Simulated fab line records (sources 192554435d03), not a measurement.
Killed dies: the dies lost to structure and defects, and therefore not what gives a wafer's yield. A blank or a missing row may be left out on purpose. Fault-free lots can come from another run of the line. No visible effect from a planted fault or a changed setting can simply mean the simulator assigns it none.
Code-filled problem report in 8D (eight disciplines) form    flow n5-finfet    the parts of the form that need people (team, actions taken, sign-off) are left out

1. PROBLEM STATEMENT
spin-speed-rpm at N5_BEOL_M11_COAT_59 reads a mean of 1358.5 rpm on 6 wafers of 2 lots; wafers without a fault read 1500.0 rpm with a standard deviation of 1.1. So: -99 or more standard deviations from the usual mean.
The step: time 60 s, resist thk 100 nm.
Seen first at day 13 20:41 on litho-track-05, wafer L390.4. The record has a number at this step for 36 wafers belonging to 12 lots. By rule, "out" or "out of limits" means more than 4 standard deviations away from the usual mean. The other wafers with a number count as sound.

2. WHAT IT IS AND WHAT IT IS NOT
question                     is                      is not
which readings at this step  spin-speed-rpm          -
which lots                   L390, L391              L376, L378, L382, L383, L384, L385, L389, L392, L396, L397
which wafers of those lots   all that have a number  -
read on which tools          litho-track-05          litho-track-01, litho-track-04
when                         from day 13 20:41       up to then (21 sound wafers); but 9 sound wafers of L392, L396, L397 came after

3. SUSPECTS, AND WHAT RULES EACH OUT
Counting: any tool at a process step up to the reading is kept as a suspect provided that every lot that is out went through it and no sound lot did after the first of them.
- pvd-sputter-01 at N5_BEOL_M10_DEGAS_44 (time 60 s): ruled out as a lasting fault. After its first lot that is out, L390 (day 13 17:39), sound lots L392, L396 ran on it.
- pvd-sputter-01 at N5_BEOL_M10_SURFACE_TREAT_76: kept. It processed each lot that is out, first L390 at day 13 18:15, and no sound lot thereafter; up to then, the last sound lot it processed was L383 at day 12 07:36.
- litho-track-05 at N5_BEOL_M11_COAT_59 (time 60 s, resist thk 100 nm): kept. It processed each lot that is out, first L390 at day 13 20:41, and no sound lot thereafter; up to then, the last sound lot it processed was L389 at day 13 20:35. On those wafers its own readings are out: spin-speed-rpm.
After counting, pvd-sputter-01 at N5_BEOL_M10_SURFACE_TREAT_76 and litho-track-05 at N5_BEOL_M11_COAT_59 remain.

4. THE CAUSE (what the simulator had put in)
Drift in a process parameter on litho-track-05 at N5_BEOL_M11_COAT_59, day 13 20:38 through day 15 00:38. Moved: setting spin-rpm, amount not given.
Of the 2 suspects that counting leaves, this tool is one.

5. THE EFFECT CHAIN, in route order
Each row: a reading where the mean over the struck wafers with a number is more than 3 standard deviations away from the usual. Scope: only readings with a usual standard deviation given in the record; hours: median across lots of the time from each lot's start at the first step in this table that gives one to its start at this step; sigmas: change in usual standard deviations.
hours  step                 reading         usual       on struck wafers  change  sigmas
0      N5_BEOL_M11_COAT_59  spin-speed-rpm  1500.0 rpm  1358.5            -141.5  -99 or more
Here are the process steps it includes:
- N5_BEOL_M11_COAT_59: time 60 s, resist thk 100 nm.

6. WHAT WOULD HAVE CAUGHT IT SOONER
In this record the first reading out of limits was taken at day 13 20:41, 0 hours after the fault began at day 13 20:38.
